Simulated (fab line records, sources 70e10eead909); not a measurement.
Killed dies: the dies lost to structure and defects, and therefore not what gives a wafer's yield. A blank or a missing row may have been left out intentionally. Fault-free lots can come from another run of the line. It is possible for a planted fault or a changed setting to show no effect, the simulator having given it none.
Chamber matching | flow nand harc | 4 sister chambers for NHARC_P_CONTACT_CMP_24 on cmp-04
The step polishes, t overpolish 30 s, target thk 200 nm. 4 wafers are shown with their chamber, then 7 later ones without.

## WAFERS WITH THEIR CHAMBER
wafer  | chamber | motor current A (A)
L083.5 | 3       | 9.8
L085.3 | 0       | 10.9
L088.1 | 2       | 12.0
L088.3 | 1       | 11.4

## WAFERS MISSING THEIR CHAMBER
wafer  | motor current A (A)
L088.5 | 11.0
L089.1 | 11.0
L089.4 | 10.2
L089.5 | 9.5
L095.1 | 10.3
L095.3 | 11.7
L095.5 | 12.0

## WHICH CHAMBER EACH ONE RAN IN
wafer  | from the rows above          | in truth
L088.5 | can't be placed: 0 or 1      | 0
L089.1 | can't be placed: 0 or 1      | 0
L089.4 | can't be placed: 3 or 0      | 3
L089.5 | 3                            | 3
L095.1 | can't be placed: 3 or 0      | 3
L095.3 | can't be placed: 1 or 2 or 0 | 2
L095.5 | 2                            | 2
Placed correctly: 2 of 7. These rows do not allow placing 5 (true chamber among the candidates in 5). 0 placed wrongly.
How it was worked out, from the rows above alone: a wafer's distance from a chamber is the root of the sum, over the readings, of the square of ((its reading less the chamber's mean) divided by the reading's scatter). If the next closest chamber is less than 2 further off than the closest, the wafer can't be placed; otherwise it belongs to the closest. A chamber's mean is the mean of its shown wafers. The scatter: root of mean squared gap, hidden wafer to nearest shown wafer, with one shown wafer a chamber.
